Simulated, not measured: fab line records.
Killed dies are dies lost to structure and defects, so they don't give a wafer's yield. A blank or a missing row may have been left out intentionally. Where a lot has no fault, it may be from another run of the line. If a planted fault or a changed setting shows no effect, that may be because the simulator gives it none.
fab line records | flow nandHarc
record lots=5 | wafers=15 | lastDay=25
route steps=1159 shown THIN_TSV@1127 END@1158
lots that met no fault: from a run of the same line without faults
startH: hours from the record's opening day to when the first of the lot's shown wafers began | waitH: time in hours since the lot's previous step | " repeats the value in the row above | L1.1+2: a row that stands for several wafers | - value missing, or start not given | * or withheld: withheld | < > ~ a bound
route shown NAME@n: NAME is a module with steps in the file, n the number in the route of the first one | usual: mean/standard deviation taken from wafers without a fault | same: alike in all rows | chamber/n: place in a boat | sites: the reading at each site | _std_site: their standard deviation | _edge_site: mean of outer sites minus mean of inner sites | radiusMm: how far each site lies from the wafer's centre | mask NAME#n: copy n | behind: tool/chamber where the wafer was last shaped | hold: what put the lot on hold/how long, in hours/how the hold closed | device: the transistor (n, p or np) that didn't switch | end of line: tests of these same wafers at the route's end | step lacking rows: just its recipe | killed: not the wafer's yield, but the dies lost to structure and defects at the first sort | map: the dies of a wafer, with x for killed, . for not killed, _ for no die there
set.NAME: the setting the step ran with; set.NAME@STEP: the setting that earlier step ran with | model.NAME: the simulator's own value behind a step, which no gauge read
lots at selected steps of the route; one table per step, one row per wafer
services: the hour from which a tool's chamber was out of use, counted from the record's first day as startH (under 0 if before that day), plus the number of hours and why
## steps
# step NHARC_THIN_TSV_DEGAS_49
# recipe tempC=300 | timeS=120
# step NHARC_THIN_TSV_PRE_CLEAN_50
# recipe timeS=30 | tempC=280 | gas=H2/He
# usual heaterPowerW=427/48
lot.wafer | tool          | chamber | startH | waitH | heaterPowerW
L744.4    | pvdSputter-02 | -       | -      | -     | 487
L744.2    | "             | -       | "      | "     | 406
L744.3    | "             | -       | "      | "     | 540
L748.4    | pvdSputter-02 | -       | -      | -     | 466
L748.3    | "             | -       | "      | "     | 405
L748.5    | "             | -       | "      | "     | 476
L746.1    | pvdSputter-02 | -       | -      | -     | 520
L746.2    | "             | -       | "      | "     | 405
L746.5    | "             | -       | "      | "     | 380
L754.2    | pvdSputter-02 | -       | -      | -     | 527
L754.6    | "             | -       | "      | "     | 464
L754.5    | "             | -       | "      | "     | 410
L761.3    | pvdSputter-01 | -       | -      | -     | 381
L761.5    | "             | -       | "      | "     | 406
L761.6    | "             | -       | "      | "     | 418
# step NHARC_THIN_TSV_PVD_19
# recipe targetThkA=200 | chamberPressurePa=5 | material=TaN
# step NHARC_THIN_TSV_PVD_51
# recipe targetThkA=1000 | chamberPressurePa=5 | material=Cu
# step NHARC_THIN_TSV_ECD_20
# recipe targetThkA=20000 | material=Cu
# step NHARC_THIN_TSV_ANNEAL_52
# recipe tempC=225 | timeS=90
# step NHARC_THIN_TSV_CMP_21
# recipe tOverpolishS=30 | targetThkNm=2000
# usual edgeZonePressureFrac=1.000/0.005 | motorCurrentA=11.9/1.2 | overpolishRunS=29.999/0.0089
# same tOverpolishS=30
lot.wafer | tool   | chamber | startH | waitH | edgeZonePressureFrac | motorCurrentA | overpolishRunS
L744.4    | cmp-01 | 0       | 467.37 | -     | 0.988                | 11.8          | 29.995
L744.2    | "      | 1       | "      | "     | 0.997                | 14.5          | 29.989
L744.3    | "      | 2       | "      | "     | 0.998                | 13.0          | 30.002
L748.4    | cmp-03 | 0       | 480.14 | -     | 1.006                | 12.1          | 29.994
L748.3    | "      | 1       | "      | "     | 1.006                | 10.5          | 30.004
L748.5    | "      | 0       | "      | "     | 1.008                | 12.5          | 29.989
L746.1    | cmp-01 | 3       | 485.92 | -     | 1.002                | 12.0          | 30.009
L746.2    | "      | 0       | "      | "     | 0.997                | 10.7          | 29.990
L746.5    | "      | 3       | "      | "     | 0.994                | 12.6          | 29.994
L754.2    | cmp-02 | 3       | 529.85 | -     | 1.001                | 12.2          | 30.011
L754.6    | "      | 3       | "      | "     | 0.989                | 12.4          | 30.010
L754.5    | "      | 0       | "      | "     | 1.004                | 13.4          | 30.012
L761.3    | cmp-02 | 3       | 573.16 | -     | 0.993                | 12.7          | 30.000
L761.5    | "      | 2       | "      | "     | 1.004                | 10.9          | 30.010
L761.6    | "      | 3       | "      | "     | 0.989                | 12.5          | 30.000
# step NHARC_THIN_TSV_SRD_23
# step NHARC_THIN_TSV_DEGAS_53
# recipe tempC=300 | timeS=60
# step NHARC_THIN_TSV_PRE_CLEAN_54
# recipe timeS=30 | tempC=280 | gas=H2/He
# usual heaterPowerW=423/45
lot.wafer | tool          | chamber | startH | waitH | heaterPowerW
L744.3    | pvdSputter-02 | -       | 467.89 | 0.1   | 402
L744.2    | "             | -       | "      | "     | 381
L744.4    | "             | -       | "      | "     | 512
L748.4    | pvdSputter-03 | -       | 480.68 | 0.1   | 337
L748.3    | "             | -       | "      | "     | 466
L748.5    | "             | -       | "      | "     | 419
L746.1    | pvdSputter-01 | -       | 486.45 | 0.0   | 432
L746.2    | "             | -       | "      | "     | 427
L746.5    | "             | -       | "      | "     | 400
L754.2    | pvdSputter-02 | -       | 530.39 | 0.1   | 533
L754.5    | "             | -       | "      | "     | 380
L754.6    | "             | -       | "      | "     | 528
L761.3    | pvdSputter-03 | -       | 573.69 | 0.1   | 328
L761.6    | "             | -       | "      | "     | 448
L761.5    | "             | -       | "      | "     | 456
# step NHARC_THIN_TSV_PVD_55
# recipe targetThkA=500 | material=TiN
# step NHARC_THIN_TSV_PVD_24
# recipe targetThkA=8000 | powerW=withheld | chamberPressurePa=withheld | substrateTempC=withheld | timeS=withheld | gas=Ar | material=Al
lot.wafer  | tool          | chamber | startH | waitH
L744.4+3+2 | pvdSputter-02 | -       | 468.11 | 0.1
L748.3+4+5 | pvdSputter-03 | -       | 481.01 | 0.2
L746.1+2+5 | pvdSputter-01 | -       | 486.79 | 0.2
L754.2+5+6 | pvdSputter-02 | -       | 530.66 | 0.2
L761.3+6+5 | pvdSputter-03 | -       | 574.06 | 0.2
# step NHARC_THIN_TSV_DEHYDRATE_25
# recipe tempC=150 | timeS=120
# step NHARC_THIN_TSV_HMDS_26
# recipe timeS=30
# step NHARC_THIN_TSV_COAT_27
# recipe spinRpm=*
# step NHARC_THIN_TSV_SOFTBAKE_28
# recipe tempC=122 | timeS=95
# step NHARC_THIN_TSV_EBR_29
# step NHARC_THIN_TSV_EXPOSE_30
# recipe na=0.55 | doseMj=11.47 | maskId=PAD
# step NHARC_THIN_TSV_PEB_31
# recipe pebTempC=118 | pebTimeS=85
# step NHARC_THIN_TSV_DEVELOP_32
# recipe timeS=70
# step NHARC_THIN_TSV_CD_MEAS_33
# recipe targetCdNm=5000 | landingEnergyEv=500
# usual cdNm=5000.6/2.7
lot.wafer | tool     | chamber | startH | waitH | cdNm
L744.2    | cdSem-02 | 0       | 468.82 | -     | 5002.1
L744.3    | "        | 0       | "      | "     | 5001.1
L744.4    | "        | 0       | "      | "     | 5003.0
L748.3    | cdSem-02 | 0       | 481.62 | -     | 5000.8
L748.4    | "        | 0       | "      | "     | 5007.3
L748.5    | "        | 0       | "      | "     | 5005.0
L746.1    | cdSem-03 | 0       | 487.54 | -     | 4999.4
L746.2    | "        | 0       | "      | "     | 4998.4
L746.5    | "        | 0       | "      | "     | 5003.2
L754.2    | cdSem-01 | 0       | 531.45 | -     | 4997.0
L754.5    | "        | 0       | "      | "     | 5003.7
L754.6    | "        | 0       | "      | "     | 5001.5
L761.3    | cdSem-03 | 0       | 574.73 | -     | 5005.5
L761.5    | "        | 0       | "      | "     | 5002.1
L761.6    | "        | 0       | "      | "     | 5003.8
# step NHARC_THIN_TSV_HARDBAKE_34
# recipe tempC=125 | timeS=80
# step NHARC_THIN_TSV_DESCUM_35
# recipe timeS=3 | o2FlowSccm=200 | arFlowSccm=0 | biasPowerW=0 | chemistry=O2
# step NHARC_THIN_TSV_ETCH_59
# recipe targetDepthA=8800 | icpW=900 | biasW=100 | Cl2_flow_sccm=60 | bcl3FlowSccm=30 | timeS=138.1 | chemistry=Cl2/BCl3
# step NHARC_THIN_TSV_ETCH_36
# recipe targetDepthA=650 | overEtchFrac=0.3 | timeS=18.571 | ionEnergyEv=150 | chemistry=Cl2/BCl3
# usual drypumpMotorCurrentA=6.16/0.28 | oesProductAu=1.002/0.013
lot.wafer | tool        | chamber | startH | waitH | drypumpMotorCurrentA | oesProductAu | rfHoursCounterH
L744.2    | rieMetal-01 | 0       | 469.39 | 0.2   | 6.22                 | 1.017        | 3.7
L744.4    | "           | 1       | "      | "     | 6.17                 | 0.992        | -
L744.3    | "           | 0       | "      | "     | 6.23                 | 1.020        | -
L748.3    | rieMetal-03 | 0       | 482.19 | 0.2   | 5.53                 | 1.005        | -
L748.4    | "           | 1       | "      | "     | 6.03                 | 0.987        | -
L748.5    | "           | 0       | "      | "     | 5.54                 | 0.994        | -
L746.1    | rieMetal-02 | 0       | 488.08 | 0.2   | 6.56                 | 0.994        | 2.7
L746.2    | "           | 1       | "      | "     | 6.27                 | 1.012        | 2.7
L746.5    | "           | 1       | "      | "     | 6.23                 | 0.998        | -
L754.2    | rieMetal-02 | 0       | 532.00 | 0.2   | 6.52                 | 0.993        | 4.1
L754.6    | "           | 1       | "      | "     | 6.25                 | 1.007        | -
L754.5    | "           | 0       | "      | "     | 6.56                 | 0.994        | -
L761.3    | rieMetal-02 | 0       | 575.29 | 0.2   | 6.54                 | 1.006        | -
L761.5    | "           | 1       | "      | "     | 6.23                 | 1.003        | -
L761.6    | "           | 0       | "      | "     | 6.54                 | 1.000        | -
# step NHARC_THIN_TSV_STRIP_56
# recipe powerW=1500 | tempC=250 | chemistry=O2
# usual drypumpMotorCurrentA=5.4/0.34 | heaterPowerW=361/32
lot.wafer | tool           | chamber | startH | waitH | drypumpMotorCurrentA | heaterPowerW | rfHoursCounterH
L744.2    | plasmaAsher-01 | 0       | 469.54 | 0.1   | 5.0                  | 402          | 1
L744.3    | "              | 1       | "      | "     | 5.3                  | 338          | -
L744.4    | "              | 0       | "      | "     | 5.0                  | 413          | -
L748.4    | plasmaAsher-02 | 1       | 482.36 | 0.2   | 5.9                  | 327          | -
L748.3    | "              | 0       | "      | "     | 5.8                  | 345          | -
L748.5    | "              | 0       | "      | "     | 5.8                  | 341          | -
L746.1    | plasmaAsher-01 | 1       | 488.18 | 0.1   | 5.4                  | 343          | 10
L746.2    | "              | 0       | "      | "     | 5.0                  | 397          | 10
L746.5    | "              | 0       | "      | "     | 5.0                  | 405          | -
L754.2    | plasmaAsher-01 | 1       | 532.14 | 0.1   | 5.3                  | 342          | 24
L754.5    | "              | 0       | "      | "     | 5.0                  | 408          | -
L754.6    | "              | 1       | "      | "     | 5.3                  | 340          | -
L761.3    | plasmaAsher-01 | 1       | 575.47 | 0.2   | 5.4                  | 349          | -
L761.5    | "              | 1       | "      | "     | 5.4                  | 335          | -
L761.6    | "              | 0       | "      | "     | 5.0                  | 398          | -
# step NHARC_THIN_TSV_STRIP_57
# recipe timeS=1200 | tempC=72.5 | chemistry=postEtchResidueRemover
# step NHARC_THIN_TSV_CD_MEAS_37
# usual cdNm=5000/3.8
lot.wafer | tool     | chamber | startH | waitH | cdNm
L744.2    | cdSem-03 | -       | 470.28 | -     | 5003
L744.3    | "        | -       | "      | "     | 5002
L744.4    | "        | -       | "      | "     | 5002
L748.3    | cdSem-02 | -       | 483.07 | -     | 4998
L748.4    | "        | -       | "      | "     | 5007
L748.5    | "        | -       | "      | "     | 5001
L746.1    | cdSem-01 | -       | 488.98 | -     | 5000
L746.2    | "        | -       | "      | "     | 4995
L746.5    | "        | -       | "      | "     | 4999
L754.2    | cdSem-01 | -       | 532.89 | -     | 4997
L754.5    | "        | -       | "      | "     | 5004
L754.6    | "        | -       | "      | "     | 5000
L761.3    | cdSem-01 | -       | 576.18 | -     | 5008
L761.5    | "        | -       | "      | "     | 5001
L761.6    | "        | -       | "      | "     | 5002
# step NHARC_THIN_TSV_ANNEAL_58
# recipe tempC=400 | timeS=1800
# step NHARC_THIN_TSV_INSPECT_40
# usual rawDefectCount=478/81
lot.wafer | tool             | chamber | startH | waitH | rawDefectCount
L744.2    | defectInspect-01 | -       | 474.73 | 0.4   | 436
L744.3    | "                | -       | "      | "     | 476
L744.4    | "                | -       | "      | "     | 524
L748.3    | defectInspect-02 | -       | 485.53 | 0.4   | 443
L748.4    | "                | -       | "      | "     | 518
L748.5    | "                | -       | "      | "     | 851
L746.1    | defectInspect-02 | -       | 494.63 | 0.4   | 460
L746.2    | "                | -       | "      | "     | 685
L746.5    | "                | -       | "      | "     | 521
L754.2    | defectInspect-02 | -       | 539.15 | 0.4   | 583
L754.5    | "                | -       | "      | "     | 552
L754.6    | "                | -       | "      | "     | 564
L761.3    | defectInspect-01 | -       | 580.61 | 0.4   | 424
L761.5    | "                | -       | "      | "     | 421
L761.6    | "                | -       | "      | "     | 437
# step NHARC_END_WLT_00
# usual VT_DECK1_BOTTOM=0.869/0.0085 | VT_DECK1_BOTTOM_INNER=0.869/0.0084 | VT_DECK1_MEDIAN_NEAR_BOTTOM=0.871/0.0084 | VT_DECK1_MEDIAN_NEAR_BOTTOM_INNER=0.871/0.0086 | VT_DECK1_MIDDLE=0.883/0.0071 | VT_DECK1_MIDDLE_INNER=0.882/0.0073 | VT_DECK1_TOP=0.894/0.0071 | VT_DECK1_TOP_INNER=0.894/0.0069
lot.wafer | tool      | chamber | startH | waitH | VT_DECK1_BOTTOM | VT_DECK1_BOTTOM_INNER | VT_DECK1_MEDIAN_NEAR_BOTTOM | VT_DECK1_MEDIAN_NEAR_BOTTOM_INNER | VT_DECK1_MIDDLE | VT_DECK1_MIDDLE_INNER | VT_DECK1_TOP | VT_DECK1_TOP_INNER
L744.2    | prober-01 | -       | 475.28 | 0.5   | 0.874           | 0.872                 | 0.883                       | 0.883                             | 0.886           | 0.885                 | 0.895        | 0.908
L744.3    | "         | -       | "      | "     | 0.867           | 0.869                 | 0.869                       | 0.860                             | 0.890           | 0.892                 | 0.907        | 0.906
L744.4    | "         | -       | "      | "     | 0.879           | 0.885                 | 0.884                       | 0.887                             | 0.886           | 0.893                 | 0.908        | 0.897
L748.3    | prober-01 | -       | 494.31 | 8.8   | 0.868           | 0.873                 | 0.876                       | 0.867                             | 0.881           | 0.884                 | 0.896        | 0.895
L748.4    | "         | -       | "      | "     | 0.882           | 0.880                 | 0.880                       | 0.880                             | 0.890           | 0.890                 | 0.896        | 0.890
L748.5    | "         | -       | "      | "     | 0.867           | 0.861                 | 0.869                       | 0.873                             | 0.888           | 0.878                 | 0.886        | 0.893
L746.1    | prober-02 | -       | 496.85 | 2.2   | 0.848           | 0.856                 | 0.853                       | 0.858                             | 0.863           | 0.868                 | 0.878        | 0.882
L746.2    | "         | -       | "      | "     | 0.863           | 0.860                 | 0.862                       | 0.862                             | 0.870           | 0.867                 | 0.872        | 0.876
L746.5    | "         | -       | 498.86 | 4.2   | 0.859           | 0.854                 | 0.857                       | 0.858                             | 0.874           | 0.873                 | 0.885        | 0.882
L754.2    | prober-01 | -       | 547.42 | 8.3   | 0.871           | 0.875                 | 0.873                       | 0.879                             | 0.871           | 0.891                 | 0.901        | 0.897
L754.6    | "         | -       | 549.42 | 10.3  | 0.862           | 0.866                 | 0.872                       | 0.877                             | 0.878           | 0.883                 | 0.901        | 0.900
L761.3    | prober-02 | -       | 585.28 | 4.7   | 0.868           | 0.864                 | 0.872                       | 0.876                             | 0.886           | 0.871                 | 0.889        | 0.889
L761.5    | "         | -       | 586.28 | 5.7   | 0.842           | 0.851                 | 0.859                       | 0.850                             | 0.876           | 0.872                 | 0.888        | 0.896
L761.6    | "         | -       | "      | "     | 0.851           | 0.858                 | 0.856                       | 0.853                             | 0.873           | 0.876                 | 0.893        | 0.889
# step NHARC_END_SORT_01
# recipe tempC=25
# usual defectLimitedYield=95.5/1.4 | killedAtArray=26/9.7 | killedAtOther=1.0/1.2 | killedAtPeriphery=3.9/2.6 | killedDies=31/9.7 | killedOpen=3.2/1.8 | killedShort=2.0/1.3 | sort_bin_2_pct=1.4/0.6 | sort_bin_3_pct=0.23/0.2 | sort_bin_4_pct=2.9/0.97 | sortNPass=646/9.7 | sortRimYieldPct=95.7/2.6 | sortYieldPct=95.5/1.4
# same grossDies=677 | sort_bin_5_pct[%]=0 | sort_bin_6_pct[%]=0 | sort_bin_7_pct[%]=0 | sort_bin_8_pct[%]=0 | sortRimNGross=106.00
lot.wafer | tool      | chamber | startH | waitH | defectLimitedYield[%] | killedAtArray | killedAtOther | killedAtPeriphery | killedDies | killedOpen | killedShort | sort_bin_2_pct[%] | sort_bin_3_pct[%] | sort_bin_4_pct[%] | sortNPass | sortRimYieldPct[%] | sortYieldPct[%]
L744.2    | prober-01 | 0       | 478.60 | 2.8   | 95.0                  | 28            | 4             | 2                 | 34         | 3          | 1           | 1.9               | 0                 | 3.1               | 643       | 93.4               | 95.0
L744.3    | prober-01 | 0       | 479.40 | 3.1   | 95.9                  | 25            | 3             | 0                 | 28         | 0          | 2           | 1.3               | 0.30              | 2.5               | 649       | 97.2               | 95.9
L744.4    | prober-01 | 0       | 480.21 | 3.4   | 94.8                  | 32            | 0             | 3                 | 35         | 7          | 2           | 1.5               | 0.15              | 3.5               | 642       | 93.4               | 94.8
L748.3    | prober-01 | 0       | 497.91 | 3.1   | 94.8                  | 31            | 1             | 3                 | 35         | 3          | 3           | 2.5               | 0                 | 2.7               | 642       | 95.3               | 94.8
L748.4    | prober-01 | 0       | 498.71 | 3.4   | 96.2                  | 21            | 2             | 3                 | 26         | 5          | 1           | 1.2               | 0.30              | 2.4               | 651       | 95.3               | 96.2
L748.5    | prober-01 | 0       | 499.50 | 3.7   | 96.2                  | 24            | 1             | 1                 | 26         | 3          | 4           | 1.2               | 0.30              | 2.4               | 651       | 98.1               | 96.2
L746.1    | prober-02 | 0       | 499.86 | 2.5   | 98.7                  | 7             | 0             | 2                 | 9          | 1          | 1           | 0.1               | 0                 | 1.2               | 668       | 99.1               | 98.7
L746.2    | prober-02 | 0       | 500.66 | 2.8   | 97.5                  | 16            | 0             | 1                 | 17         | 5          | 1           | 0.7               | 0                 | 1.8               | 660       | 97.2               | 97.5
L746.5    | prober-02 | 0       | 503.04 | 3.7   | 97.2                  | 17            | 0             | 2                 | 19         | 2          | 2           | 0.6               | 0                 | 2.2               | 658       | 97.2               | 97.2
L754.2    | prober-01 | 0       | 550.71 | 2.8   | 93.6                  | 43            | 0             | 0                 | 43         | 2          | 1           | 1.8               | 0.15              | 4.4               | 634       | 97.2               | 93.6
L754.5    | prober-01 | 0       | 553.09 | 3.7   | 0                     | 50            | 627           | 0                 | 677        | 1          | 4           | 2.4               | 93.06             | 4.6               | 0         | 0                  | 0
L754.6    | prober-01 | 0       | 553.88 | 4.0   | 93.1                  | 43            | 0             | 4                 | 47         | 5          | 2           | 1.2               | 0.74              | 5.0               | 630       | 97.2               | 93.1
L761.3    | prober-02 | 0       | 588.91 | 3.1   | 93.4                  | 34            | 3             | 8                 | 45         | 2          | 1           | 2.4               | 0.30              | 4.0               | 632       | 97.2               | 93.4
L761.5    | prober-02 | 0       | 590.54 | 3.8   | 93.2                  | 35            | 3             | 8                 | 46         | 5          | 3           | 1.5               | 0.44              | 4.9               | 631       | 91.5               | 93.2
L761.6    | prober-02 | 0       | 591.35 | 4.1   | 93.9                  | 31            | 3             | 7                 | 41         | 2          | 2           | 1.8               | 0.59              | 3.7               | 636       | 93.4               | 93.9
# killed by level:class
L744.2 A_SLIT:chamberFilmFlake=12 A_CHANNEL_HOLE_D1:chamberFilmFlake=10 THIN_TSV:chamberFilmFlake=3 A_CONTACT:chamberFilmFlake=2 P_M0:geometricParticle:open=1 A_SOURCE_PLATE:geometricParticle:short=1 A_ONON_D1:geometricParticle:open=1 STARTING-WAFER:geometricParticle:open=1
L744.3 A_CHANNEL_HOLE_D1:chamberFilmFlake=10 A_SLIT:chamberFilmFlake=9 A_STAIRCASE:chamberFilmFlake=3 THIN_TSV:chamberFilmFlake=3 A_ONON_D1:geometricParticle:short=1 A_CHANNEL_FILL_D1:geometricParticle:short=1 A_CHANNEL_FILL_D1:chamberFilmFlake=1
L744.4 A_CHANNEL_HOLE_D1:chamberFilmFlake=12 A_SLIT:chamberFilmFlake=8 A_ONON_D1:geometricParticle:open=3 A_STAIRCASE:chamberFilmFlake=3 A_BLC:geometricParticle:open=2 P_M1:geometricParticle:open=1 A_ONON_D1:geometricParticle:short=1 A_CHANNEL_FILL_D1:geometricParticle:short=1
L748.3 A_SLIT:chamberFilmFlake=10 A_CONTACT:chamberFilmFlake=9 A_CHANNEL_HOLE_D1:chamberFilmFlake=6 P_STI:geometricParticle:short=1 P_M0:geometricParticle:open=1 A_ZERO_WELL:chamberFilmFlake=1 A_ONON_D1:geometricParticle:open=1 A_CHANNEL_FILL_D1:geometricParticle:short=1
L748.4 A_SLIT:chamberFilmFlake=8 A_CONTACT:chamberFilmFlake=3 A_CHANNEL_FILL_D1:geometricParticle:open=2 A_CHANNEL_HOLE_D1:chamberFilmFlake=2 A_STAIRCASE:chamberFilmFlake=2 THIN_TSV:chamberFilmFlake=2 P_CONTACT:geometricParticle:open=1 P_M0:geometricParticle:open=1
L748.5 A_SLIT:chamberFilmFlake=12 A_CHANNEL_HOLE_D1:chamberFilmFlake=2 A_STAIRCASE:chamberFilmFlake=2 P_STI:geometricParticle:short=1 A_CHANNEL_FILL_D1:geometricParticle:short=1 A_WL_FILL:geometricParticle:short=1 A_CONTACT:geometricParticle:open=1 A_M0:geometricParticle:open=1
L746.1 A_CHANNEL_HOLE_D1:chamberFilmFlake=3 P_CONTACT:geometricParticle:short=1 A_BLC:geometricParticle:open=1 P_ZERO_WELL:chamberFilmFlake=1 A_STAIRCASE:chamberFilmFlake=1 A_WL_FILL:chamberFilmFlake=1 A_CONTACT:chamberFilmFlake=1
L746.2 A_CONTACT:chamberFilmFlake=5 A_CONTACT:geometricParticle:open=3 A_CHANNEL_HOLE_D1:chamberFilmFlake=2 A_STAIRCASE:chamberFilmFlake=2 A_CHANNEL_FILL_D1:geometricParticle:open=1 A_WL_FILL:geometricParticle:short=1 A_M0:geometricParticle:open=1 P_GATE:chamberFilmFlake=1
L746.5 A_CONTACT:chamberFilmFlake=8 A_CHANNEL_HOLE_D1:chamberFilmFlake=5 A_ONON_D1:geometricParticle:open=1 A_ONON_D1:geometricParticle:short=1 A_CHANNEL_FILL_D1:geometricParticle:open=1 A_CONTACT:geometricParticle:short=1 P_ZERO_WELL:chamberFilmFlake=1 P_STI:chamberFilmFlake=1
L754.2 A_CHANNEL_HOLE_D1:chamberFilmFlake=18 A_SLIT:chamberFilmFlake=18 A_CONTACT:chamberFilmFlake=4 A_M0:geometricParticle:open=2 A_WL_FILL:geometricParticle:short=1
L754.5 THIN_TSV:areaPvd=627 A_CHANNEL_HOLE_D1:chamberFilmFlake=24 A_SLIT:chamberFilmFlake=9 A_CONTACT:chamberFilmFlake=7 A_STAIRCASE:chamberFilmFlake=3 A_CHANNEL_FILL_D1:geometricParticle:short=2 A_CHANNEL_HOLE_D1:geometricParticle:short=1 A_CHANNEL_FILL_D1:geometricParticle:open=1
L754.6 A_SLIT:chamberFilmFlake=17 A_CHANNEL_HOLE_D1:chamberFilmFlake=12 A_CONTACT:chamberFilmFlake=8 P_CONTACT:geometricParticle:open=1 P_M0:geometricParticle:open=1 P_M1:geometricParticle:open=1 A_WL_FILL:geometricParticle:open=1 A_CONTACT:geometricParticle:short=1
L761.3 A_SLIT:chamberFilmFlake=17 A_CHANNEL_HOLE_D1:chamberFilmFlake=8 P_STI:chamberFilmFlake=3 P_M0:chamberFilmFlake=3 A_CHANNEL_FILL_D1:chamberFilmFlake=3 A_CONTACT:chamberFilmFlake=3 THIN_TSV:chamberFilmFlake=2 P_M1:geometricParticle:open=1
L761.5 A_SLIT:chamberFilmFlake=20 A_CHANNEL_HOLE_D1:chamberFilmFlake=5 A_CONTACT:chamberFilmFlake=4 THIN_TSV:chamberFilmFlake=3 P_M0:geometricParticle:open=2 P_ZERO_WELL:chamberFilmFlake=2 P_CONTACT:geometricParticle:open=1 A_SOURCE_PLATE:geometricParticle:short=1
L761.6 A_SLIT:chamberFilmFlake=11 A_CHANNEL_HOLE_D1:chamberFilmFlake=9 A_STAIRCASE:chamberFilmFlake=4 A_CONTACT:chamberFilmFlake=4 P_GATE:chamberFilmFlake=3 THIN_TSV:chamberFilmFlake=3 A_ONON_D1:geometricParticle:short=2 P_ZERO_WELL:chamberFilmFlake=2
# map L754.5 (x killed, . not)
____________x____________
_________xxxxxxx_________
_______xxxxxxxxxxx_______
______xxxxxxxxxxxxx______
_____xxxxxxxxxxxxxxx_____
____xxxxxxxxxxxxxxxxx____
____xxxxxxxxxxxxxxxxx____
___xxxxxxxxxxxxxxxxxxx___
___xxxxxxxxxxxxxxxxxxx___
__xxxxxxxxxxxxxxxxxxxxx__
__xxxxxxxxxxxxxxxxxxxxx__
_xxxxxxxxxxxxxxxxxxxxxxx_
_xxxxxxxxxxxxxxxxxxxxxxx_
_xxxxxxxxxxxxxxxxxxxxxxx_
_xxxxxxxxxxxxxxxxxxxxxxx_
_xxxxxxxxxxxxxxxxxxxxxxx_
xxxxxxxxxxxxxxxxxxxxxxxxx
xxxxxxxxxxxxxxxxxxxxxxxxx
xxxxxxxxxxxxxxxxxxxxxxxxx
xxxxxxxxxxxxxxxxxxxxxxxxx
xxxxxxxxxxxxxxxxxxxxxxxxx
_xxxxxxxxxxxxxxxxxxxxxxx_
_xxxxxxxxxxxxxxxxxxxxxxx_
_xxxxxxxxxxxxxxxxxxxxxxx_
_xxxxxxxxxxxxxxxxxxxxxxx_
_xxxxxxxxxxxxxxxxxxxxxxx_
__xxxxxxxxxxxxxxxxxxxxx__
__xxxxxxxxxxxxxxxxxxxxx__
___xxxxxxxxxxxxxxxxxxx___
___xxxxxxxxxxxxxxxxxxx___
____xxxxxxxxxxxxxxxxx____
____xxxxxxxxxxxxxxxxx____
_____xxxxxxxxxxxxxxx_____
______xxxxxxxxxxxxx______
_______xxxxxxxxxxx_______
_________xxxxxxx_________
____________x____________
# map L744.4 (x killed, . not)
____________.____________
_________......._________
_______...x......._______
______.............______
_____..............._____
____.................____
____..........x......____
___...................___
___...................___
__.....................__
__...........x.........__
_......................._
_...............x......._
_...............x.x....x_
_..................x...._
_......................._
.........................
.........................
.x....................x..
.........................
........x................
_......................x_
_...............x......._
_.............x........._
_............xxx........_
_............x..x......._
__.....................__
__...........x..xx.....__
___...............x...___
___...........x.......___
____.................____
____...x..x..........____
_____.x...xx........_____
______.............______
_______....xx....._______
_________xxx...x_________
____________.____________
## services
tool           | chamber | startH | hours | kind
cmp-02         | -       | 451.81 | 0.3   | repair
rieMetal-03    | -       | 453.00 | 9.0   | pm
plasmaAsher-01 | -       | 453.07 | 9.0   | pm
plasmaAsher-01 | 0       | 453.07 | 9.0   | ventCycle
plasmaAsher-01 | 1       | 453.07 | 9.0   | ventCycle
pvdSputter-03  | -       | 458.00 | 10.0  | pm
plasmaAsher-01 | 0       | 462.07 | -     | clean
cmp-01         | -       | 473.60 | 4.0   | pm
cmp-03         | -       | 480.90 | 4.0   | pm
cmp-02         | -       | 484.73 | 4.4   | repair
cmp-01         | -       | 484.86 | 1.0   | repair
cmp-01         | -       | 489.29 | 1.0   | repair
rieMetal-01    | -       | 509.00 | 9.0   | pm
pvdSputter-01  | -       | 514.03 | 10.0  | pm
cmp-02         | -       | 520.50 | 4.0   | pm
plasmaAsher-01 | -       | 527.64 | 3.7   | repair
plasmaAsher-02 | -       | 537.00 | 9.0   | pm
rieMetal-01    | 0       | 539.21 | 27.0  | repair
rieMetal-01    | 1       | 539.43 | 1.9   | repair
pvdSputter-03  | -       | 544.72 | 2.2   | repair
rieMetal-01    | -       | 561.87 | 0.2   | repair
rieMetal-02    | -       | 565.16 | 9.0   | pm
pvdSputter-02  | -       | 570.22 | 10.0  | pm
cmp-01         | -       | 571.60 | 4.0   | pm
## key
firstSign step=NHARC_END_SORT_01 | reading=killedAtOther | direction=up | sigmas=99+ | usual=1.0 | struck=627
effect step=NHARC_END_SORT_01 | reading=sort_bin_3_pct | direction=up | sigmas=99+ | usual=0.23 | struck=93.06
moreKillsBornAt NHARC_THIN_TSV_PVD_24@pvdSputter-02=627
metAt NHARC_THIN_TSV_PVD_24
struckWafers L754.5
laterRowsLeftOut L754.5
onsetBetween 468.11 530.66
fault kind=processParameterDrift | tool=pvdSputter-02 | chamber=- | onsetH=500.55 | steps=NHARC_THIN_TSV_PVD_24 | channel=targetThkA | offset=* | shape=step | endH=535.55 | actsIn=* | stated=* | scope=struckWafersOnly
# laterRowsLeftOut: the simulator's readings of these wafers behind a module that went badly wrong aren't trusted and aren't shown, but for the sort
